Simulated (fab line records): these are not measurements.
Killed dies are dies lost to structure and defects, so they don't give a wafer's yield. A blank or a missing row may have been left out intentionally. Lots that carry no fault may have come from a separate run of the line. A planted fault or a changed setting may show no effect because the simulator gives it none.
Which tool was responsible? | flow n5-finfet | 32 wafers from 11 lots sampled at 6 of the route's 1938 steps

WHAT THE GAUGES READ, wafer by wafer
N5_PASSIVATION_CD_MEAS_44: the cd target is 40000 nm. Usual: 39999 nm for cd-nm, sd 4.3.
lot  | measured     | on        | cd-nm (nm)        | flag
L403 | day 12 02:56 | cd-sem-01 | 40000 40003       |
L408 | day 13 05:16 | cd-sem-02 | 39997 40002 40005 |
L407 | day 13 08:13 | cd-sem-03 | 40000 40002 39996 |
L409 | day 13 11:38 | cd-sem-03 | 39999 39995 39997 |
L412 | day 13 15:28 | cd-sem-01 | 39992 40000 39998 |
L413 | day 14 11:16 | cd-sem-03 | 40001 40003 40003 |
L416 | day 15 03:29 | cd-sem-02 | 40000 39993 39997 |
L420 | day 16 13:43 | cd-sem-03 | 39995 39991 39998 |
L422 | day 17 01:16 | cd-sem-02 | 40006 40012 39998 |
L423 | day 17 06:14 | cd-sem-03 | 39998 40001 40000 |
L424 | day 17 17:51 | cd-sem-03 | 39996 39993 39997 |

N5_PASSIVATION_OVL_MEAS_66. Usual: PASS_OPEN_OVL gives 1 nm (standard deviation 4.4).
lot  | measured     | on         | PASS_OPEN_OVL (nm) | flag
L403 | day 12 02:58 | overlay-01 | -5 8               |
L408 | day 13 05:17 | overlay-01 | 0 0 5              |
L407 | day 13 08:15 | overlay-02 | -5 2 -2            |
L409 | day 13 11:40 | overlay-02 | 1 -6 2             |
L412 | day 13 15:30 | overlay-01 | 4 -1 6             |
L413 | day 14 11:17 | overlay-02 | 3 3 5              |
L416 | day 15 03:31 | overlay-02 | 6 6 3              |
L420 | day 16 13:44 | overlay-02 | -1 5 1             |
L422 | day 17 01:18 | overlay-02 | 4 -2 0             |
L423 | day 17 06:16 | overlay-01 | 3 -5 -4            |
L424 | day 17 17:53 | overlay-01 | -4 9 11            |

N5_PASSIVATION_INSPECT_57: inspects for defects (macro). Usual: 2.1 for raw-defect-count, sd 1.4.
lot  | measured     | on                | raw-defect-count | flag
L403 | day 12 06:59 | defect-inspect-02 | 2 1              |
L408 | day 13 09:09 | defect-inspect-01 | 1 2 1            |
L407 | day 13 12:38 | defect-inspect-02 | 1 2 2            |
L409 | day 13 15:31 | defect-inspect-01 | 3 2 2            |
L412 | day 13 19:10 | defect-inspect-01 | 3 2 0            |
L413 | day 14 14:44 | defect-inspect-01 | 3 0 3            |
L416 | day 15 07:19 | defect-inspect-02 | 3 0 2            |
L420 | day 16 17:13 | defect-inspect-02 | 0 0 3            |
L422 | day 17 05:20 | defect-inspect-01 | 4 4 4            |
L423 | day 17 10:06 | defect-inspect-01 | 6 >300 2         |
L424 | day 17 22:28 | defect-inspect-02 | >300 3 1         |

WHAT TOOL EACH LOT RAN ON (gives the tool, then ch and the chambers of the sampled wafers, and finally the start)
lot  | N5_PASSIVATION_DESCUM_12           | N5_PASSIVATION_STRIP_52             | N5_PASSIVATION_PROBE_49
L403 | rie-diel-01 ch 0,3, day 11 23:25   | wet-bench-02 ch 1,3, day 12 03:43   | -
L408 | rie-diel-02 ch 2,3, day 13 01:34   | wet-bench-02 ch 2,4,5, day 13 05:58 | -
L407 | rie-diel-03 ch 0,1,2, day 13 01:59 | wet-bench-01 ch 0,2,3, day 13 08:56 | -
L409 | rie-diel-03 ch 1,2, day 13 06:08   | wet-bench-01 ch 0,1,6, day 13 12:43 | -
L412 | rie-diel-01 ch 0,1,3, day 13 11:07 | wet-bench-03 ch 2,4,6, day 13 16:24 | -
L413 | rie-diel-02 ch 1,2,3, day 14 03:53 | wet-bench-03 ch 1,2,5, day 14 11:58 | -
L416 | rie-diel-01 ch 0,1,3, day 15 00:22 | wet-bench-02 ch 2,5,6, day 15 04:11 | -
L420 | rie-diel-02 ch 1,2,3, day 16 10:16 | wet-bench-02 ch 0,2,4, day 16 14:25 | -
L422 | rie-diel-01 ch 1,2, day 16 21:58   | wet-bench-02 ch 0,1,3, day 17 02:34 | -
L423 | rie-diel-02 ch 1,2,3, day 17 03:05 | wet-bench-03 ch 1,4,5, day 17 07:19 | prober-02, day 17 09:45
L424 | rie-diel-01 ch 0,1, day 17 14:16   | wet-bench-03 ch 0,1,4, day 17 19:17 | prober-02, day 17 22:07
- N5_PASSIVATION_DESCUM_12: chemistry O2, time 7.9 s.
- N5_PASSIVATION_STRIP_52: strips in post etch residue remover, time 1200 s.
- N5_PASSIVATION_PROBE_49

WHAT THE TOOLS THEMSELVES READ (means of the sampled wafers that have a number; where no wafer has one, the mark that the record gives instead)
N5_PASSIVATION_DESCUM_12. Usual: drypump-motor-current-A 5.9 A, standard deviation 0.46; oes-product-au 0.79 a.u., standard deviation 0.087; rf-fwd-power-W 49.70 W, standard deviation 0.17; rf-vpp-V 243.7 V, standard deviation 1.2; showerhead-plenum-p-Torr 2.12 Torr, standard deviation 0.064; throttle-valve-pct 20.37 %, standard deviation 0.17.
lot  | tool        | drypump-motor-current-A (A) | oes-product-au (a.u.) | rf-fwd-power-W (W) | rf-vpp-V (V) | showerhead-plenum-p-Torr (Torr) | throttle-valve-pct (%) | flag
L403 | rie-diel-01 | 6.0                         | 0.80                  | 49.65              | 242.8        | 2.09                            | 20.38                  |
L408 | rie-diel-02 | 6.1                         | 0.76                  | 49.69              | 244.4        | 2.11                            | 20.46                  |
L407 | rie-diel-03 | 5.9                         | 0.76                  | 49.72              | 243.4        | 2.09                            | 20.37                  |
L409 | rie-diel-03 | 5.3                         | 0.80                  | 49.70              | 242.8        | 2.06                            | 20.23                  |
L412 | rie-diel-01 | 6.0                         | 0.80                  | 49.66              | 243.3        | 2.14                            | 20.42                  |
L413 | rie-diel-02 | 5.9                         | 0.75                  | 49.80              | 242.9        | 2.12                            | 20.38                  |
L416 | rie-diel-01 | 6.0                         | 0.79                  | 49.86              | 243.6        | 2.13                            | 20.44                  |
L420 | rie-diel-02 | 5.9                         | 0.83                  | 49.73              | 243.9        | 2.12                            | 20.26                  |
L422 | rie-diel-01 | 5.8                         | 0.72                  | 49.50              | 243.7        | 2.17                            | 20.29                  |
L423 | rie-diel-02 | 5.9                         | 0.81                  | 49.72              | 244.0        | 2.11                            | 20.26                  |
L424 | rie-diel-01 | 5.8                         | 0.81                  | 49.73              | 243.8        | 2.13                            | 20.39                  |

N5_PASSIVATION_STRIP_52. Usual: 72.3 C for bath-guard-temp-C, sd 0.63.
lot  | tool         | bath-guard-temp-C (C) | flag
L403 | wet-bench-02 | 72.2                  |
L408 | wet-bench-02 | 72.4                  |
L407 | wet-bench-01 | 72.3                  |
L409 | wet-bench-01 | 72.7                  |
L412 | wet-bench-03 | 72.2                  |
L413 | wet-bench-03 | 71.7                  |
L416 | wet-bench-02 | 72.0                  |
L420 | wet-bench-02 | 72.7                  |
L422 | wet-bench-02 | 72.3                  |
L423 | wet-bench-03 | 71.9                  |
L424 | wet-bench-03 | 72.2                  |

N5_PASSIVATION_PROBE_49. Usual: defect-limited-yield 91.3 %, standard deviation 1.5; killed_at_M0_to_M3 35, standard deviation 10; killed_at_M4_up 12, standard deviation 4.6; killed-at-contacts 13, standard deviation 6.6; killed-at-front-end 39, standard deviation 11; killed-at-other 4, standard deviation 3.4; killed-dies 103, standard deviation 17; killed-open 67, standard deviation 13; killed-short 35, standard deviation 8.2; sort_bin_5_function 5.1 %, standard deviation 0.94; sort_bin_6_memory 3.2 %, standard deviation 0.7; sort_bin_8_speed 0.00 %, standard deviation 0.03; sort-n-pass 1077, standard deviation 17; sort-yield-pct 91.3 %, standard deviation 1.5.
lot  | tool      | defect-limited-yield (%) | killed_at_M0_to_M3 | killed_at_M4_up | killed-at-contacts | killed-at-front-end | killed-at-other | killed-dies | killed-open | killed-short | sort_bin_5_function (%) | sort_bin_6_memory (%) | sort_bin_8_speed (%) | sort-n-pass | sort-yield-pct (%) | flag
L423 | prober-02 | 87.8                     | 50                 | 14              | 13                 | 26                  | 41              | 144         | 71          | 33           | 7.1                     | 3.9                   | 0.00                 | 1036        | 87.8               | OFF
L424 | prober-02 | 89.8                     | 31                 | 9               | 8                  | 27                  | 46              | 121         | 52          | 26           | 6.4                     | 3.1                   | 0.00                 | 1059        | 89.8               | OFF

THE ANSWER, worked out from the rows above alone
Rule: take the mean of a lot's wafers that have a number; if it is more than 3 standard deviations from the usual mean, the lot is off. Also off: a lot with no number at a reading for which 4 or more lots have one. Where the step has rows for the other lots, those lots are counted as sound. The gauges are gone through in route order, then the tools' own readings, and for those a lot's mean is taken as printed above. The first step at which some lot is off is used, and at that step the reading that is off furthest; a lot without a number counts as furthest.
Off, at N5_PASSIVATION_PROBE_49 on killed-at-other: L423, L424. Neither off nor sound, because the step has no rows for them: L403, L408, L407, L409, L412, L413, L416, L420, L422.
If a tool, at that step or one of the process steps before it, ran each lot that is off and ran no sound lot following the first of them, it fits. Undecided on this evidence; 2 tools fit (wet-bench-03 at N5_PASSIVATION_STRIP_52, prober-02 at N5_PASSIVATION_PROBE_49).

WHAT THE SIMULATOR HAD PUT IN
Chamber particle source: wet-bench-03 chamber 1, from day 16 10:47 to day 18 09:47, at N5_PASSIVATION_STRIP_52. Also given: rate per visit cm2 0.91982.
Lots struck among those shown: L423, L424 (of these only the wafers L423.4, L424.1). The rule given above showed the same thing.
